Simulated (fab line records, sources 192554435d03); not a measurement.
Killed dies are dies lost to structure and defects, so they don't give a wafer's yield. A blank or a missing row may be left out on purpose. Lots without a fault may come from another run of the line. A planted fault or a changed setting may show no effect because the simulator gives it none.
fab line records | flow n5_finfet
record lots=10 wafers=30 last_day=16
route steps=1938 shown HKMG_FIN@400 BEOL_M4@1111
lots that met no fault: from a run of the same line without faults
start_h: hours from the record's first day to the start of the lot's first wafer shown | wait_h: hours since the lot's step before | " the same as in the row above | L1.1+2: a row that stands for several wafers | - no value, or no start given | * or withheld: withheld | < > ~ a bound
route shown NAME@n: a module of which the file shows steps, and the number in the route of the first | usual: mean/standard deviation of fault-free wafers | same: alike in all rows | chamber/n: place in a boat | sites: the reading at each site | _std_site: their standard deviation | _edge_site: outer sites' mean less inner sites' | radius_mm: how far each site lies from the wafer's centre | mask NAME#n: copy n | behind: the tool/chamber that last shaped the wafer | hold: why the lot was held/for how many hours/how that ended | device: the transistor (n, p or np) that didn't switch | end of line: the same wafers' tests at the end of the route | a step without rows: its recipe alone | killed: dies lost to structure and defects at the first sort, not the wafer's yield | map: a wafer's dies, x killed, . not, _ none there
set.NAME: the setting as run; set.NAME@STEP: as run at that earlier step | model.NAME: the simulator's own value behind a step, which no gauge read
steps of the route over a sample of lots; a table a step, a row a wafer
services: from which hour (start_h, from the record's first day; less than 0 if before it) a tool's chamber was out of use, for how many hours, and why
## steps
# step N5_HKMG_FIN_INSPECT_61
# recipe mode=adi inspect_instrument=macro
# usual raw_defect_count=1.9/1.5
# columns lot.wafer tool chamber start_h wait_h raw_defect_count
L216.3 defect_inspect-01 - 71.31 0.0 3
L216.5 " - " " 1
L216.6 " - " " 0
L217.3 defect_inspect-02 - 75.14 0.0 2
L217.4 " - " " 2
L217.6 " - " " 0
L218.3 defect_inspect-02 - 92.29 0.0 4
L218.4 " - " " 3
L218.6 " - " " 6
L220.1 defect_inspect-02 - 102.49 0.0 0
L220.3 " - " " 3
L220.6 " - " " 0
L225.3 defect_inspect-01 - 125.03 0.0 4
L225.4 " - " " 0
L225.5 " - " " 5
L227.2 defect_inspect-02 - 146.21 0.0 2
L227.4 " - " " 2
L227.5 " - " " 0
L229.3 defect_inspect-01 - 153.23 0.0 1
L229.4 " - " " 2
L229.5 " - " " 3
L234.1 defect_inspect-01 - 185.38 0.0 1
L234.3 " - " " 0
L234.4 " - " " 1
L236.1 defect_inspect-01 - 195.20 0.0 1
L236.2 " - " " 0
L236.3 " - " " 3
L237.2 defect_inspect-02 - 198.08 0.0 3
L237.3 " - " " 1
L237.5 " - " " 1
# step N5_HKMG_FIN_PEB_10
# recipe peb_temp_c=withheld peb_time_s=60 resist=CAR-ArF
# columns lot.wafer tool chamber start_h wait_h
L216.3+5+6 litho_track-03 0 74.56 0.0
L217.3+4+6 litho_track-03 0 78.48 0.0
L218.3+4+6 litho_track-04 0 95.41 0.0
L220.1+3+6 litho_track-04 0 105.63 0.1
L225.3+4+5 litho_track-04 0 128.27 0.0
L227.2+4+5 litho_track-04 0 149.69 0.0
L229.3+4+5 litho_track-04 0 156.50 0.0
L234.1+3+4 litho_track-03 0 188.51 0.1
L236.1+2+3 litho_track-03 0 198.95 0.1
L237.2+3+5 litho_track-02 0 201.45 0.0
# step N5_HKMG_FIN_CD_MEAS_12
# recipe target_cd_nm=92.8 landing_energy_ev=500 detector=se_inlens
# usual cd_nm=92.6/0.74
# columns lot.wafer tool chamber start_h wait_h cd_nm
L216.3 cd_sem-02 0 74.63 - 91.6
L216.5 " 0 " " 92.2
L216.6 " 0 " " 90.9
L217.3 cd_sem-01 0 78.55 - 91.9
L217.4 " 0 " " 92.3
L217.6 " 0 " " 91.2
L218.3 cd_sem-01 0 95.48 - 93.6
L218.4 " 0 " " 93.5
L218.6 " 0 " " 93.0
L220.1 cd_sem-01 0 105.69 - 92.4
L220.3 " 0 " " 93.7
L220.6 " 0 " " 92.9
L225.3 cd_sem-01 0 128.34 - 95.9
L225.4 " 0 " " 95.0
L225.5 " 0 " " 95.7
L227.2 cd_sem-02 0 149.76 - 94.8
L227.4 " 0 " " 95.3
L227.5 " 0 " " 95.4
L229.3 cd_sem-02 0 156.57 - 95.9
L229.4 " 0 " " 94.8
L229.5 " 0 " " 94.7
L234.1 cd_sem-01 0 188.58 - 91.8
L234.3 " 0 " " 91.8
L234.4 " 0 " " 91.7
L236.1 cd_sem-03 0 199.01 - 92.1
L236.2 " 0 " " 92.3
L236.3 " 0 " " 91.3
L237.2 cd_sem-03 0 201.52 - 92.0
L237.3 " 0 " " 92.8
L237.5 " 0 " " 91.5
# step N5_HKMG_FIN_ETCH_32
# recipe chemistry=N2/H2 target=SOC target_depth_a=2400 temp_c=40 time_s=300 ion_energy_ev=200 mask_material=SiARC pressure_mtorr=30 source_w=840 bias_w=150 n2_flow_sccm=200 h2_flow_sccm=200
# usual chamber_pressure_mTorr=30.000/0.029 drypump_motor_current_A=5.8/0.47 oes_product_au=0.78/0.061 rf_fwd_power_W=837.8/2.5 rf_vpp_V=525.1/1.8 showerhead_plenum_p_Torr=2.59/0.056 throttle_valve_pct=17.90/0.2
# columns lot.wafer tool chamber start_h wait_h chamber_pressure_mTorr drypump_motor_current_A oes_product_au rf_fwd_power_W rf_hours_counter_h rf_vpp_V showerhead_plenum_p_Torr throttle_valve_pct
L216.3 rie_diel-06 2 74.81 0.0 30.035 5.5 0.81 840.3 77 525.0 2.58 17.71
L216.5 " 1 " " 30.022 5.7 0.73 838.0 - 528.2 2.64 17.77
L216.6 " 0 " " 30.001 6.4 0.73 839.1 - 525.0 2.53 18.21
L217.3 rie_diel-06 0 78.72 0.0 30.016 6.4 0.73 840.5 164 523.5 2.53 18.22
L217.4 " 2 " " 29.962 5.5 0.81 839.9 78 525.0 2.58 17.73
L217.6 " 0 " " 29.989 6.4 0.73 837.6 - 521.7 2.53 18.21
L218.3 rie_diel-02 2 96.41 0.0 30.023 5.1 0.73 837.4 166 523.8 2.53 18.13
L218.4 " 0 " " 29.986 6.5 0.90 836.4 32 529.5 2.72 17.94
L218.6 " 3 " " 29.990 5.9 0.78 841.8 - 525.8 2.56 18.16
L220.1 rie_diel-05 2 106.34 0.0 30.008 4.9 0.74 841.2 160 526.7 2.65 17.61
L220.3 " 0 " " 29.969 5.5 0.83 842.8 91 524.1 2.55 17.85
L220.6 " 2 " " 30.032 4.9 0.75 839.2 - 526.2 2.65 17.62
L225.3 rie_diel-06 0 128.52 0.0 30.095 6.4 0.71 836.8 181 522.9 2.52 18.25
L225.4 " 1 " " 29.929 5.7 0.71 838.6 187 526.8 2.63 17.82
L225.5 " 1 " " 30.044 5.7 0.71 838.6 - 526.1 2.63 17.80
L227.2 rie_diel-05 0 149.93 0.0 30.005 5.5 0.81 837.5 106 522.3 2.55 17.89
L227.4 " 3 " " 30.043 5.5 0.83 837.4 78 526.0 2.67 17.60
L227.5 " 2 " " 29.984 4.9 0.75 840.3 - 526.3 2.65 17.64
L229.3 rie_diel-05 1 156.75 0.0 30.028 6.2 0.86 840.0 73 524.6 2.57 17.97
L229.4 " 3 " " 29.971 5.5 0.82 841.2 81 527.1 2.67 17.60
L229.5 " 1 " " 30.024 6.2 0.86 841.7 - 524.5 2.57 17.94
L234.1 rie_diel-02 2 188.76 0.0 29.976 5.1 0.71 839.6 191 523.8 2.52 18.17
L234.3 " 1 " " 30.012 6.3 0.71 838.6 225 520.9 2.52 17.74
L234.4 " 0 " " 30.001 6.5 0.86 835.9 56 527.5 2.71 17.98
L236.1 rie_diel-06 0 199.19 0.0 30.027 6.4 0.69 836.6 210 523.1 2.51 18.29
L236.2 " 3 " " 29.955 5.7 0.82 833.8 99 523.9 2.56 17.96
L236.3 " 2 " " 29.998 5.5 0.76 841.6 124 524.9 2.56 17.80
L237.2 rie_diel-05 2 201.75 0.0 30.025 4.9 0.72 837.6 194 527.6 2.64 17.68
L237.3 " 3 " " 30.025 5.5 0.80 835.8 101 527.2 2.66 17.62
L237.5 " 3 " " 30.010 5.5 0.80 839.1 - 528.5 2.66 17.63
# step N5_HKMG_FIN_STRIP_19
# recipe chemistry=N2/H2 power_w=2500 temp_c=300 h2_frac=0.65 time_s=360 pressure_mtorr=withheld n2_flow_sccm=1750 h2_flow_sccm=3250
# usual drypump_motor_current_A=5.4/0.37 heater_power_w=424/15
# columns lot.wafer tool chamber start_h wait_h drypump_motor_current_A heater_power_w rf_hours_counter_h
L216.3 plasma_asher-01 0 75.44 0.1 4.9 416 -
L216.5 " 0 " " 4.9 415 -
L216.6 " 1 " " 5.3 426 -
L217.3 plasma_asher-01 1 79.39 0.2 5.3 423 -
L217.4 " 0 " " 5.0 413 -
L217.6 " 1 " " 5.3 429 -
L218.3 plasma_asher-02 1 97.04 0.1 5.8 431 -
L218.4 " 0 " " 5.7 454 -
L218.6 " 1 " " 5.9 421 -
L220.1 plasma_asher-01 0 106.84 0.0 5.0 409 43
L220.3 " 1 " " 5.3 418 -
L220.6 " 1 " " 5.3 421 -
L225.3 plasma_asher-02 1 129.14 0.1 5.8 425 -
L225.4 " 0 " " 5.7 445 -
L225.5 " 0 " " 5.7 444 -
L227.2 plasma_asher-01 0 150.44 0.0 4.9 414 54
L227.4 " 0 " " 4.9 400 -
L227.5 " 0 " " 4.9 407 -
L229.3 plasma_asher-02 1 157.37 0.1 5.9 435 -
L229.4 " 0 " " 5.8 443 -
L229.5 " 0 " " 5.8 451 -
L234.1 plasma_asher-01 0 189.26 0.0 4.9 408 62
L234.3 " 1 " " 5.3 413 -
L234.4 " 0 " " 4.9 409 -
L236.1 plasma_asher-01 0 199.70 0.0 4.9 408 64
L236.2 " 1 " " 5.3 403 64
L236.3 " 0 " " 4.9 397 -
L237.2 plasma_asher-02 0 202.26 0.0 5.8 442 105
L237.3 " 1 " " 5.9 427 -
L237.5 " 1 " " 5.9 427 -
# step N5_BEOL_M4_RC_MEAS_101
# usual DIBL_N=35.9/1.6 DIBL_P=35.6/2.1 IOFF_N=0.149/0.029 IOFF_P=0.20/0.033 ION_N=671/11 ION_P=460/7.3 SS_N=71.4/0.62 SS_P=73.2/0.65 VT_N=251/3.1 VT_P=-251/3.4
# columns lot.wafer tool chamber start_h wait_h DIBL_N[mV/V] DIBL_P[mV/V] IOFF_N[nA/um] IOFF_P[nA/um] ION_N[uA/um] ION_P[uA/um] SS_N[mV/dec] SS_P[mV/dec] VT_N[mV] VT_P[mV]
L216.3 prober-02 0 165.61 0.3 35.4 33.8 0.133 0.15 662 445 70.8 72.5 251 -258
L216.5 " 0 " " 34.5 34.4 0.124 0.15 656 451 70.5 72.7 254 -256
L216.6 " 0 " " 34.0 34.4 0.116 0.16 655 453 69.8 72.6 254 -257
L217.3 prober-01 0 166.34 0.3 36.1 35.7 0.154 0.20 668 459 71.1 73.1 253 -249
L217.4 " 0 " " 36.0 36.3 0.150 0.22 666 460 71.1 73.1 252 -248
L217.6 " 0 " " 34.9 33.9 0.130 0.18 672 459 70.7 73.0 253 -252
L218.3 prober-01 0 180.00 0.3 34.8 36.8 0.153 0.19 687 462 71.7 73.5 252 -255
L218.4 " 0 " " 35.9 38.6 0.169 0.20 676 455 72.1 73.4 252 -253
L218.6 " 0 " " 33.8 35.6 0.124 0.17 654 454 71.4 72.9 260 -256
L220.1 prober-02 0 192.97 0.0 34.9 35.5 0.133 0.19 665 451 71.9 72.9 252 -251
L220.3 " 0 " " 32.3 33.0 0.114 0.16 669 456 70.5 73.0 254 -253
L220.6 " 0 " " 33.7 34.1 0.122 0.18 667 464 70.7 72.4 252 -254
L225.3 prober-01 0 222.92 0.3 32.7 32.2 0.106 0.16 651 456 70.9 72.7 256 -254
L225.4 " 0 " " 35.6 35.6 0.159 0.21 677 472 70.7 73.2 247 -247
L225.5 " 0 " " 34.3 34.7 0.128 0.19 666 459 70.7 73.2 254 -249
L227.2 prober-01 0 236.49 0.2 37.3 35.7 0.166 0.25 657 460 72.1 73.9 250 -248
L227.4 " 0 " " 34.3 32.8 0.124 0.20 670 469 70.5 72.4 252 -249
L227.5 " 0 " " 36.1 35.5 0.151 0.24 660 459 71.3 73.4 250 -249
L229.3 prober-01 0 246.91 0.3 35.2 33.9 0.130 0.20 670 465 70.6 72.9 249 -249
L229.4 " 0 " " 35.1 33.3 0.135 0.19 662 461 71.3 73.0 253 -251
L229.5 " 0 " " 34.1 32.3 0.118 0.18 664 455 70.7 72.6 254 -251
L234.1 prober-02 0 277.04 0.0 35.2 34.7 0.118 0.16 661 454 71.2 73.4 254 -257
L234.3 " 0 " " 36.1 35.8 0.131 0.18 667 457 71.2 73.6 255 -252
L234.4 " 0 " " 35.1 34.6 0.127 0.16 680 464 70.7 73.3 251 -255
L236.1 prober-01 0 283.36 0.0 35.7 34.9 0.132 0.20 672 465 72.0 73.4 254 -250
L236.2 " 0 " " 33.7 32.6 0.110 0.17 651 454 70.9 72.2 254 -249
L236.3 " 0 " " 36.3 35.9 0.150 0.21 664 453 71.7 73.2 252 -248
L237.2 prober-02 0 288.99 0.2 36.6 35.6 0.183 0.23 677 466 72.1 73.3 245 -249
L237.3 " 0 " " 35.3 35.2 0.175 0.23 686 469 71.3 73.8 245 -248
L237.5 " 0 " " 35.5 34.1 0.161 0.20 670 457 72.1 73.5 248 -251
## services
# columns tool chamber start_h hours kind
plasma_asher-02 - 55.18 1.2 repair
rie_diel-02 0 64.99 3.1 repair
plasma_asher-02 - 76.57 4.5 repair
rie_diel-06 3 91.74 2.4 repair
plasma_asher-02 - 110.53 14.6 pm
litho_track-02 - 142.72 - consumable_replace:filter
plasma_asher-02 - 144.66 1.6 repair
rie_diel-02 - 156.72 16.8 repair
rie_diel-06 1 161.09 4.9 repair
rie_diel-05 2 164.28 5.6 repair
litho_track-03 - 176.20 - consumable_replace:filter
plasma_asher-01 - 202.47 0.5 repair
## key
first_sign step=N5_HKMG_FIN_CD_MEAS_12 reading=cd_nm direction=up sigmas=3.7 usual=92.6 struck=95.3 through=control_loop
effect none on later readings
met_at N5_HKMG_FIN_PEB_10
struck_lots L225,L227,L229
loop_trim step=N5_HKMG_FIN_EXPOSE_09 setting=dose lots=L229
baseline_loss step=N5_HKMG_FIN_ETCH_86 wafers=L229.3
not_acting_at N5_HKMG_FIN_INSPECT_61,N5_HKMG_FIN_ETCH_32,N5_HKMG_FIN_STRIP_19
onset_between 105.63 128.27
fault kind=process_parameter_drift tool=litho_track-04 chamber=- onset_h=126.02 steps=N5_HKMG_FIN_PEB_10 channel=peb_temp_c offset=withheld shape=step end_h=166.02 acts_in=*
# loop_trim: a control loop set the setting to another value than it would have without faults
# baseline_loss: these wafers lose ten dies or more at that step, a loss of the line's own and not of a fault; the sort's usual values leave them out
